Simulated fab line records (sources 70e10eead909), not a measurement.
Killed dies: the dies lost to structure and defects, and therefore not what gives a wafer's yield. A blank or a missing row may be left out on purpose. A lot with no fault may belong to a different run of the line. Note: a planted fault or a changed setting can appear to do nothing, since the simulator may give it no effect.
Chamber matching ; flow nand_harc ; NHARC_A_STAIRCASE_DESCUM_270 on rie_diel-12: 4 sister chambers
The step chemistry O2, time 3 s. 20 wafers are shown with their chamber, then 10 later ones without.

WAFERS, EACH WITH ITS CHAMBER
wafer;chamber;drypump_motor_current_A (A);showerhead_plenum_p_Torr (Torr);rf_vpp_V (V)
L075.2;3;5.4;1.88;58.4
L075.3;2;5.9;1.88;58.3
L075.5;1;6.1;1.87;57.5
L079.2;1;6.2;1.86;56.8
L079.4;2;5.8;1.88;57.1
L079.5;1;6.2;1.86;56.6
L081.4;3;5.4;1.88;56.8
L081.5;1;6.1;1.86;57.3
L081.6;0;6.7;1.79;57.2
L082.1;2;5.8;1.87;57.5
L082.4;3;5.3;1.88;58.2
L082.5;1;6.1;1.86;57.5
L083.1;2;5.9;1.87;58.6
L083.2;0;6.7;1.79;56.3
L083.6;0;6.7;1.79;57.6
L087.1;2;5.9;1.87;58.4
L087.2;3;5.4;1.87;57.2
L087.3;0;6.8;1.78;56.7
L089.1;3;5.3;1.87;59.6
L089.2;2;5.8;1.87;57.4

SIGNATURES, as means of the wafers listed above
reading;chamber 0;chamber 1;chamber 2;chamber 3;scatter within a chamber
drypump_motor_current_A;6.725;6.140;5.850;5.360;0.0539
showerhead_plenum_p_Torr;1.7875;1.8620;1.8733;1.8760;0.00505
rf_vpp_V;56.950;57.140;57.883;58.040;0.726
Rule: a wafer's distance from a chamber is the root of the sum, over the readings, of the square of ((its reading less the chamber's mean) divided by the reading's scatter). The wafer belongs to the nearest chamber; if the next one is less than 2 further off, it can't be placed. The scatter: the root of (the sum of the squares of (reading less its chamber's mean) over the shown wafers, divided by (wafers less chambers)).

WAFERS WITH NO CHAMBER GIVEN
wafer;drypump_motor_current_A (A);showerhead_plenum_p_Torr (Torr);rf_vpp_V (V)
L089.3;6.1;1.85;57.2
L091.1;5.4;1.87;57.5
L091.3;5.8;1.86;57.4
L091.5;6.1;1.85;58.3
L093.1;5.9;1.86;57.2
L093.3;5.4;1.86;57.4
L093.5;6.7;1.78;56.2
L096.1;6.7;1.77;57.2
L096.2;5.8;1.86;57.4
L096.3;6.1;1.85;58.8

THE CHAMBER EACH PASSED THROUGH
wafer;from the rows above;in truth
L089.3;1;1
L091.1;3;3
L091.3;2;2
L091.5;1;1
L093.1;can't be placed: 2 or 1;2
L093.3;3;3
L093.5;0;0
L096.1;0;0
L096.2;2;2
L096.3;1;1
Correct placement for 9 of the 10. Unplaceable from these rows: 1, with the true chamber sitting among the candidates in 1. Number placed wrongly: 0.
